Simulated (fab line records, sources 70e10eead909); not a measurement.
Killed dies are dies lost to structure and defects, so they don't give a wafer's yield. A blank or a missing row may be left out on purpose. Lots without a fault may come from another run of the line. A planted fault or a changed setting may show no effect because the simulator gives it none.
fab line records | flow nand_harc | part 1 of 2: steps 1 to 29 of 41
record lots=5 wafers=15 last_day=31
route steps=1302 shown P_GATE@194 P_CONTACT@217
lots that met no fault: from a run of the same line without faults
start_h: hours from the record's first day to the start of the lot's first wafer shown | wait_h: hours since the lot's step before | " the same as in the row above | L1.1+2: a row that stands for several wafers | - no value, or no start given | * or withheld: withheld | < > ~ a bound
route shown NAME@n: a module of which the file shows steps, and the number in the route of the first | usual: mean/standard deviation of fault-free wafers | same: alike in all rows | chamber/n: place in a boat | sites: the reading at each site | _std_site: their standard deviation | _edge_site: outer sites' mean less inner sites' | radius_mm: how far each site lies from the wafer's centre | mask NAME#n: copy n | behind: the tool/chamber that last shaped the wafer | hold: why the lot was held/for how many hours/how that ended | device: the transistor (n, p or np) that didn't switch | end of line: the same wafers' tests at the end of the route | a step without rows: its recipe alone | killed: dies lost to structure and defects at the first sort, not the wafer's yield | map: a wafer's dies, x killed, . not, _ none there
set.NAME: the setting as run; set.NAME@STEP: as run at that earlier step | model.NAME: the simulator's own value behind a step, which no gauge read
lots at some steps of the route; a table a step, a row a wafer
services: from which hour (start_h, from the record's first day; less than 0 if before it) a tool's chamber was out of use, for how many hours, and why
## steps
# step NHARC_P_GATE_COAT_85
# recipe spin_rpm=3000
# columns lot.wafer tool chamber start_h wait_h
L074.3+5+6 litho_track-03 0 - -
L080.1+2+3 litho_track-07 0 - -
L082.2+4+6 litho_track-05 0 - -
L087.3+5+6 litho_track-03 0 - -
L092.4+5+6 litho_track-07 0 - -
# step NHARC_P_GATE_SOFTBAKE_86
# recipe temp_c=122 time_s=95
# usual heater_power_total_W=160.0/0.49
# columns lot.wafer tool chamber start_h wait_h heater_power_total_W
L074.3 litho_track-03 0 - - 160.1
L074.5 " 0 " " 160.6
L074.6 " 0 " " 160.3
L080.1 litho_track-07 0 - - 160.6
L080.2 " 0 " " 159.1
L080.3 " 0 " " 160.0
L082.2 litho_track-05 0 - - 160.7
L082.4 " 0 " " 159.9
L082.6 " 0 " " 160.4
L087.3 litho_track-03 0 - - 159.9
L087.5 " 0 " " 160.3
L087.6 " 0 " " 160.8
L092.4 litho_track-07 0 - - 160.7
L092.5 " 0 " " 159.1
L092.6 " 0 " " 160.5
# step NHARC_P_GATE_EBR_87
# columns lot.wafer tool chamber start_h wait_h
L074.3+5+6 litho_track-03 0 - -
L080.1+2+3 litho_track-07 0 - -
L082.2+4+6 litho_track-05 0 - -
L087.3+5+6 litho_track-03 0 - -
L092.4+5+6 litho_track-07 0 - -
# step NHARC_P_GATE_EXPOSE_88
# recipe na=0.6 target_cd_nm=2000 dose_mj=11.87 mask_id=P_HVN
# columns lot.wafer tool chamber start_h wait_h mask
L074.3+5+6 krf_scanner-02 0 116.35 - P_HVN#0
L080.1+2+3 krf_scanner-03 0 180.33 - P_HVN#0
L082.2+4+6 krf_scanner-01 0 190.30 - P_HVN#0
L087.3+5+6 krf_scanner-01 0 244.53 - P_HVN#0
L092.4+5+6 krf_scanner-01 0 299.08 - P_HVN#0
# step NHARC_P_GATE_PEB_89
# recipe peb_temp_c=118 peb_time_s=85
# usual heater_power_total_W=163.95/0.26
# columns lot.wafer tool chamber start_h wait_h heater_power_total_W
L074.3 litho_track-05 0 116.41 0.1 164.50
L074.5 " 0 " " 164.18
L074.6 " 0 " " 164.04
L080.1 litho_track-03 0 180.40 0.1 163.65
L080.2 " 0 " " 164.07
L080.3 " 0 " " 163.63
L082.2 litho_track-05 0 190.36 0.1 164.23
L082.4 " 0 " " 163.61
L082.6 " 0 " " 163.92
L087.3 litho_track-07 0 244.59 0.1 163.68
L087.5 " 0 " " 164.26
L087.6 " 0 " " 163.73
L092.4 litho_track-03 0 299.13 0.0 163.82
L092.5 " 0 " " 163.79
L092.6 " 0 " " 164.20
# step NHARC_P_GATE_DEVELOP_90
# recipe time_s=70
# columns lot.wafer tool chamber start_h wait_h
L074.3+5+6 litho_track-05 0 - -
L080.1+2+3 litho_track-03 0 - -
L082.2+4+6 litho_track-05 0 - -
L087.3+5+6 litho_track-07 0 - -
L092.4+5+6 litho_track-03 0 - -
# step NHARC_P_GATE_CD_MEAS_91
# recipe target_cd_nm=2000 landing_energy_ev=500
# usual cd_nm=2001.3/1.9
# columns lot.wafer tool chamber start_h wait_h cd_nm
L074.3 cd_sem-03 0 116.50 - 2003.6
L074.5 " 0 " " 2002.3
L074.6 " 0 " " 1999.9
L080.1 cd_sem-01 0 180.49 - 2003.5
L080.2 " 0 " " 2001.6
L080.3 " 0 " " 2003.5
L082.2 cd_sem-01 0 190.45 - 2004.2
L082.4 " 0 " " 2002.8
L082.6 " 0 " " 2002.7
L087.3 cd_sem-02 0 244.69 - 1999.5
L087.5 " 0 " " 2000.0
L087.6 " 0 " " 2000.4
L092.4 cd_sem-03 0 299.23 - 2000.1
L092.5 " 0 " " 2000.0
L092.6 " 0 " " 2000.0
# step NHARC_P_GATE_HARDBAKE_92
# recipe temp_c=125 time_s=80
# usual heater_power_total_W=183.9/0.74
# columns lot.wafer tool chamber start_h wait_h heater_power_total_W
L074.3 litho_track-07 0 116.59 - 183.9
L074.5 " 0 " " 182.9
L074.6 " 0 " " 184.9
L080.1 litho_track-05 0 180.57 - 182.8
L080.2 " 0 " " 183.6
L080.3 " 0 " " 185.0
L082.2 litho_track-05 0 190.53 - 185.0
L082.4 " 0 " " 184.0
L082.6 " 0 " " 183.4
L087.3 litho_track-03 0 244.77 - 184.7
L087.5 " 0 " " 183.0
L087.6 " 0 " " 183.1
L092.4 litho_track-03 0 299.31 - 183.8
L092.5 " 0 " " 184.1
L092.6 " 0 " " 182.8
# step NHARC_P_GATE_DESCUM_93
# recipe time_s=3 o2_flow_sccm=200 ar_flow_sccm=0 bias_power_w=0 chemistry=O2
# usual drypump_motor_current_A=5.6/0.63 oes_product_au=0.997/0.0092 rf_vpp_V=57.9/0.8 showerhead_plenum_p_Torr=1.93/0.078 throttle_valve_pct=11.310/0.01
# columns lot.wafer tool chamber start_h wait_h drypump_motor_current_A oes_product_au rf_hours_counter_h rf_vpp_V showerhead_plenum_p_Torr throttle_valve_pct
L074.3 rie_diel-04 3 116.66 - 6.8 1.001 5.6 58.1 1.99 11.312
L074.6 " 3 " " 6.8 1.002 - 58.0 1.99 11.306
L074.5 " 0 " " 5.7 0.982 - 57.4 1.91 11.300
L080.2 rie_diel-06 3 180.66 - 4.8 0.997 3.4 58.8 1.98 11.305
L080.1 " 0 " " 6.2 1.007 2.7 59.2 2.01 11.316
L080.3 " 1 " " 4.9 0.996 3.3 57.3 1.93 11.313
L082.2 rie_diel-06 2 190.63 - 6.2 0.999 4.1 57.5 1.82 11.314
L082.4 " 3 " " 4.9 0.987 4.4 58.4 1.98 11.302
L082.6 " 0 " " 6.3 0.998 - 58.9 2.01 11.312
L087.3 rie_diel-11 3 244.85 - 5.7 0.995 7.7 57.3 1.80 11.287
L087.6 " 2 " " 5.4 1.003 - 58.1 1.84 11.304
L087.5 " 3 " " 5.7 0.993 - 57.5 1.80 11.302
L092.4 rie_diel-04 0 299.38 - 5.8 0.980 6.1 58.4 1.91 11.312
L092.6 " 0 " " 5.8 0.986 - 59.1 1.91 11.301
L092.5 " 1 " " 4.9 0.983 - 58.1 1.92 11.315
# step NHARC_P_GATE_IMPLANT_94
# recipe energy_kev=60 dose_cm2=2e+15 tilt_deg=7
# usual beam_energy_keV=59.995/0.02 beam_on_s=18.2/0.62 tilt_deg=7.003/0.019
# columns lot.wafer tool chamber start_h wait_h beam_energy_keV beam_on_s tilt_deg
L074.3 implanter-02 0 116.89 0.2 59.979 18.0 6.990
L074.5 " 0 " " 59.997 17.4 7.033
L074.6 " 0 " " 60.007 18.0 7.001
L080.1 implanter-01 0 180.80 0.1 59.974 17.9 6.991
L080.2 " 0 " " 59.966 18.8 7.022
L080.3 " 0 " " 59.973 19.0 7.010
L082.2 implanter-01 0 190.78 0.1 59.989 18.0 7.005
L082.4 " 0 " " 59.993 18.9 6.995
L082.6 " 0 " " 60.003 18.6 6.995
L087.3 implanter-02 0 245.04 0.2 59.979 18.6 6.978
L087.5 " 0 " " 59.974 17.5 6.973
L087.6 " 0 " " 59.982 17.8 6.965
L092.4 implanter-02 0 299.62 0.2 60.026 18.0 7.025
L092.5 " 0 " " 60.024 17.5 6.976
L092.6 " 0 " " 60.008 17.2 7.017
# step NHARC_P_GATE_STRIP_113
# recipe power_w=1500 temp_c=110 time_s=740 chemistry=N2/H2
# usual drypump_motor_current_A=5.57/0.19 heater_power_w=95/8.4 rf_refl_power_W=27/7.8
# columns lot.wafer tool chamber start_h wait_h drypump_motor_current_A heater_power_w rf_hours_counter_h rf_refl_power_W
L074.3 plasma_asher-01 0 117.29 0.4 5.63 95 - 26
L074.6 " 0 " " 5.61 94 - 26
L074.5 " 1 " " 5.30 105 - 30
L080.1 plasma_asher-01 1 181.02 0.2 5.31 106 1 29
L080.2 " 0 " " 5.60 94 1 26
L080.3 " 0 " " 5.62 92 - 26
L082.2 plasma_asher-02 1 190.97 0.2 5.76 95 21 38
L082.4 " 0 " " 5.70 82 - 14
L082.6 " 0 " " 5.71 83 - 13
L087.3 plasma_asher-02 0 245.56 0.5 5.72 83 - 14
L087.5 " 1 " " 5.73 95 - 37
L087.6 " 0 " " 5.72 84 - 14
L092.4 plasma_asher-01 0 299.99 0.3 5.61 94 - 27
L092.5 " 0 " " 5.59 94 - 27
L092.6 " 1 " " 5.29 104 - 29
# step NHARC_P_GATE_STRIP_95
# recipe power_w=1500 temp_c=250 chemistry=O2
# usual drypump_motor_current_A=5.57/0.18 heater_power_w=357/31 rf_refl_power_W=27/7.8
# columns lot.wafer tool chamber start_h wait_h drypump_motor_current_A heater_power_w rf_hours_counter_h rf_refl_power_W
L074.3 plasma_asher-01 0 117.80 0.4 5.60 361 - 26
L074.6 " 0 " " 5.61 362 - 26
L074.5 " 1 " " 5.29 393 - 28
L080.1 plasma_asher-01 1 181.74 0.6 5.26 391 2 29
L080.2 " 0 " " 5.58 344 2 27
L080.3 " 0 " " 5.60 348 - 26
L082.2 plasma_asher-02 1 191.70 0.6 5.73 370 22 38
L082.4 " 0 " " 5.73 307 - 14
L082.6 " 0 " " 5.70 310 - 14
L087.3 plasma_asher-02 0 245.95 0.3 5.71 308 - 14
L087.5 " 1 " " 5.76 355 - 38
L087.6 " 0 " " 5.70 306 - 13
L092.4 plasma_asher-01 0 300.48 0.4 5.62 345 - 26
L092.5 " 0 " " 5.60 345 - 26
L092.6 " 1 " " 5.30 397 - 28
# step NHARC_P_GATE_STRIP_96
# recipe time_s=900 temp_c=130 chemistry=SPM
# columns lot.wafer tool chamber start_h wait_h
L074.3+5+6 wet_bench-04 0,1,5 117.99 0.2
L080.3+1+2 wet_bench-02 3,4,6 181.97 0.2
L082.4+6+2 wet_bench-02 6,0,1 191.92 0.2
L087.5+3+6 wet_bench-04 3,5,0 246.13 0.2
L092.6+5+4 wet_bench-02 2,3,5 300.68 0.2
# step NHARC_P_GATE_RTA_64
# recipe temp_c=1050 time_s=1
# usual lamp_power_pct=38.6/0.43 wafer_temp_C_max=1056.7/1.1
# columns lot.wafer tool chamber start_h wait_h lamp_power_pct wafer_temp_C_max
L074.3 rtp_anneal-01 0 118.39 - 39.0 1056.5
L074.5 " 0 " " 39.0 1054.8
L074.6 " 0 " " 38.9 1054.6
L080.1 rtp_anneal-01 0 182.43 - 39.0 1056.4
L080.2 " 0 " " 39.0 1056.6
L080.3 " 0 " " 39.0 1055.5
L082.2 rtp_anneal-02 0 192.32 - 38.1 1056.8
L082.4 " 0 " " 38.1 1056.7
L082.6 " 0 " " 38.1 1058.4
L087.3 rtp_anneal-01 0 246.60 - 38.9 1056.8
L087.5 " 0 " " 39.0 1056.7
L087.6 " 0 " " 39.0 1055.7
L092.4 rtp_anneal-02 0 301.11 - 38.1 1057.7
L092.5 " 0 " " 38.1 1057.8
L092.6 " 0 " " 38.1 1058.9
# step NHARC_P_GATE_ETCH_77
# recipe target_depth_a=60 chemistry=dHF material=SiO2
# columns lot.wafer tool chamber start_h wait_h
L074.6+3+5 wet_bench-02 6,7,3 118.54 0.0
L080.1+2+3 wet_bench-03 0,1,3 182.63 0.2
L082.2+4+6 wet_bench-02 1,3,5 192.63 0.3
L087.5+6+3 wet_bench-04 5,7,2 246.74 0.1
L092.6+4+5 wet_bench-03 5,7,0 301.23 0.0
# step NHARC_P_GATE_DEGAS_109
# recipe temp_c=300 time_s=60
# usual heater_power_w=463/34 susceptor_temp_C=299.98/0.18
# columns lot.wafer tool chamber start_h wait_h heater_power_w susceptor_temp_C
L074.3 pvd_sputter-01 - 118.65 0.1 452 300.23
L074.6 " - " " 481 299.87
L074.5 " - " " 471 299.94
L080.1 pvd_sputter-02 - 182.74 0.1 510 -
L080.2 " - " " 441 -
L080.3 " - " " 451 -
L082.4 pvd_sputter-01 - 192.74 0.1 438 -
L082.2 " - " " 472 -
L082.6 " - " " 442 -
L087.3 pvd_sputter-01 - 246.89 0.1 464 300.02
L087.5 " - " " 469 299.74
L087.6 " - " " 465 300.09
L092.4 pvd_sputter-02 - 301.35 0.1 471 300.06
L092.5 " - " " 516 300.17
L092.6 " - " " 433 300.22
# step NHARC_P_GATE_PRE_CLEAN_110
# recipe time_s=30 bias_v=200 gas=Ar
# columns lot.wafer tool chamber start_h wait_h
L074.3+5+6 pvd_sputter-01 - - -
L080.1+3+2 pvd_sputter-02 - - -
L082.4+2+6 pvd_sputter-01 - - -
L087.3+6+5 pvd_sputter-01 - - -
L092.4+6+5 pvd_sputter-02 - - -
# step NHARC_P_GATE_SPUTTER_78
# recipe target_thk_a=100 material=Ni
# columns lot.wafer tool chamber start_h wait_h
L074.3+6+5 pvd_sputter-01 - - -
L080.1+3+2 pvd_sputter-02 - - -
L082.4+2+6 pvd_sputter-01 - - -
L087.3+6+5 pvd_sputter-01 - - -
L092.4+5+6 pvd_sputter-02 - - -
# step NHARC_P_GATE_SPUTTER_79
# recipe target_thk_a=100 material=TiN
# columns lot.wafer tool chamber start_h wait_h
L074.3+6+5 pvd_sputter-01 - - -
L080.2+3+1 pvd_sputter-02 - - -
L082.2+4+6 pvd_sputter-01 - - -
L087.3+5+6 pvd_sputter-01 - - -
L092.4+6+5 pvd_sputter-02 - - -
# step NHARC_P_GATE_RTA_80
# recipe temp_c=300 time_s=30
# usual lamp_power_pct=2.308/0.024 wafer_temp_C_max=301.8/0.38
# columns lot.wafer tool chamber start_h wait_h lamp_power_pct wafer_temp_C_max
L074.3 rtp_anneal-01 0 118.99 - 2.323 302.0
L074.5 " 0 " " 2.327 301.7
L074.6 " 0 " " 2.325 302.2
L080.1 rtp_anneal-01 0 183.03 - 2.319 301.3
L080.2 " 0 " " 2.321 301.8
L080.3 " 0 " " 2.323 301.3
L082.2 rtp_anneal-01 0 193.05 - 2.323 301.6
L082.4 " 0 " " 2.325 301.4
L082.6 " 0 " " 2.325 302.4
L087.3 rtp_anneal-02 0 247.46 - 2.271 301.7
L087.5 " 0 " " 2.273 302.6
L087.6 " 0 " " 2.274 303.2
L092.4 rtp_anneal-02 0 301.71 - 2.270 301.8
L092.5 " 0 " " 2.268 302.5
L092.6 " 0 " " 2.272 302.1
# step NHARC_P_GATE_STRIP_67
# recipe time_s=600 temp_c=130 chemistry=SPM
# columns lot.wafer tool chamber start_h wait_h
L074.6+3+5 wet_bench-04 5,6,7 119.14 0.0
L080.3+2+1 wet_bench-02 0,1,3 183.24 0.1
L082.4+6+2 wet_bench-03 3,5,6 193.24 0.1
L087.3+6+5 wet_bench-03 1,3,5 247.60 0.1
L092.4+5+6 wet_bench-03 1,4,5 301.83 0.1
# step NHARC_P_GATE_RTA_82
# recipe temp_c=450 time_s=30
# usual lamp_power_pct=4.50/0.051 wafer_temp_C_max=452.8/0.57
# columns lot.wafer tool chamber start_h wait_h lamp_power_pct wafer_temp_C_max
L074.3 rtp_anneal-01 0 119.45 - 4.56 452.9
L074.5 " 0 " " 4.56 452.6
L074.6 " 0 " " 4.56 452.4
L080.1 rtp_anneal-01 0 183.49 - 4.57 452.9
L080.2 " 0 " " 4.56 452.8
L080.3 " 0 " " 4.56 453.1
L082.2 rtp_anneal-02 0 193.54 - 4.46 452.3
L082.4 " 0 " " 4.46 453.2
L082.6 " 0 " " 4.47 453.1
L087.3 rtp_anneal-01 0 247.91 - 4.57 452.2
L087.5 " 0 " " 4.57 452.4
L087.6 " 0 " " 4.56 452.7
L092.4 rtp_anneal-02 0 302.18 - 4.46 452.2
L092.5 " 0 " " 4.45 453.2
L092.6 " 0 " " 4.46 452.7
# step NHARC_P_GATE_INSPECT_68
# usual raw_defect_count=180/53
# columns lot.wafer tool chamber start_h wait_h raw_defect_count
L074.3 defect_inspect-02 - 119.59 0.1 296
L074.5 " - " " 274
L074.6 " - " " 152
L080.1 defect_inspect-02 - 183.68 0.2 98
L080.2 " - " " 93
L080.3 " - " " 115
L082.2 defect_inspect-01 - 193.86 0.3 167
L082.4 " - " " 222
L082.6 " - " " 145
L087.3 defect_inspect-01 - 248.06 0.1 142
L087.5 " - " " 201
L087.6 " - " " 200
L092.4 defect_inspect-01 - 302.29 0.1 170
L092.5 " - " " 224
L092.6 " - " " 103
# step NHARC_P_CONTACT_DEP_30
# recipe target_thk_a=300 temp_c=400 target_thk_nm=30 flow_sccm=200 rf_w=450 material=SiNx
# usual heater_power_w=667/69 susceptor_temp_C=399.98/0.21
# columns lot.wafer tool chamber start_h wait_h heater_power_w susceptor_temp_C
L074.3 pecvd-01 0 119.74 0.1 796 399.94
L074.5 " 1 " " 664 399.84
L074.6 " 0 " " 802 400.01
L080.1 pecvd-01 1 183.85 0.2 665 400.08
L080.3 " 2 " " 536 400.00
L080.2 " 0 " " 786 399.90
L082.2 pecvd-01 2 193.97 0.1 539 399.92
L082.4 " 1 " " 604 399.54
L082.6 " 0 " " 792 400.24
L087.3 pecvd-04 1 248.16 0.1 788 400.02
L087.6 " 0 " " 658 399.81
L087.5 " 2 " " 600 399.99
L092.4 pecvd-01 0 302.48 0.2 753 400.26
L092.6 " 1 " " 684 399.76
L092.5 " 2 " " 608 400.50
# step NHARC_P_CONTACT_DEP_00
# recipe target_thk_a=5000 temp_c=400 pressure_torr=6.5 rf_w=900 teos_flow_sccm=161.4 flow_sccm=2650 target_thk_nm=500 gas=O2 material=SiO2
# usual heater_power_w=504/74 susceptor_temp_C=400.02/0.22 throttle_valve_pct=15.7/0.55
# columns lot.wafer tool chamber start_h wait_h heater_power_w susceptor_temp_C throttle_valve_pct
L074.3 pecvd-01 0 - - 650 400.17 15.3
L074.5 " 1 " " 529 399.92 15.3
L074.6 " 0 " " 651 400.35 15.5
L080.1 pecvd-01 1 - - 389 400.05 14.9
L080.3 " 2 " " 363 400.01 15.9
L080.2 " 0 " " 526 400.14 15.5
L082.2 pecvd-01 2 - - 379 399.98 16.2
L082.4 " 1 " " 497 400.13 15.2
L082.6 " 0 " " 635 400.23 15.3
L087.3 pecvd-04 1 - - 599 399.73 16.6
L087.6 " 0 " " 574 400.20 16.1
L087.5 " 2 " " 489 399.69 15.0
L092.4 pecvd-01 0 - - 587 400.10 15.6
L092.6 " 1 " " 526 400.05 15.2
L092.5 " 2 " " 355 399.85 16.5
# step NHARC_P_CONTACT_CMP_01
# recipe target_thk_nm=200 material=SiO2
# usual motor_current_A=12.2/1
# columns lot.wafer tool chamber start_h wait_h motor_current_A
L074.3 cmp-01 1 120.39 - 13.5
L074.5 " 0 " " 11.6
L074.6 " 1 " " 13.7
L080.2 cmp-01 3 184.56 - 12.4
L080.3 " 0 " " 11.5
L080.1 " 2 " " 11.2
L082.4 cmp-04 3 194.67 - 10.8
L082.2 " 1 " " 12.3
L082.6 " 3 " " 10.5
L087.3 cmp-04 0 248.85 - 11.8
L087.6 " 3 " " 10.8
L087.5 " 0 " " 11.6
L092.4 cmp-03 3 303.07 - 14.0
L092.6 " 3 " " 13.9
L092.5 " 0 " " 12.5
# step NHARC_P_CONTACT_SRD_03
# columns lot.wafer tool chamber start_h wait_h
L074.3+5+6 wet_bench-09 6,1,2 120.67 0.0
L080.2+3+1 wet_bench-09 4,5,6 184.86 0.0
L082.6+2+4 wet_bench-01 2,4,6 194.94 0.0
L087.3+6+5 wet_bench-01 4,5,7 249.13 0.0
L092.6+5+4 wet_bench-06 2,3,5 303.38 0.0
# step NHARC_P_CONTACT_DEHYDRATE_04
# recipe temp_c=150 time_s=120
# usual heater_power_total_W=182.5/1.2
# columns lot.wafer tool chamber start_h wait_h heater_power_total_W
L074.3 litho_track-06 0 120.75 0.1 182.9
L074.5 " 0 " " 182.2
L074.6 " 0 " " 183.6
L080.1 litho_track-01 0 184.94 0.1 182.8
L080.2 " 0 " " 181.1
L080.3 " 0 " " 182.3
L082.2 litho_track-01 0 195.02 0.1 182.3
L082.4 " 0 " " 181.2
L082.6 " 0 " " 182.9
L087.3 litho_track-01 0 249.21 0.1 183.9
L087.5 " 0 " " 182.4
L087.6 " 0 " " 182.1
L092.4 litho_track-04 0 303.45 0.1 184.2
L092.5 " 0 " " 181.9
L092.6 " 0 " " 183.7
# step NHARC_P_CONTACT_HMDS_05
# recipe time_s=30
# columns lot.wafer tool chamber start_h wait_h
L074.3+5+6 litho_track-06 0 - -
L080.1+2+3 litho_track-01 0 - -
L082.2+4+6 litho_track-01 0 - -
L087.3+5+6 litho_track-01 0 - -
L092.4+5+6 litho_track-04 0 - -
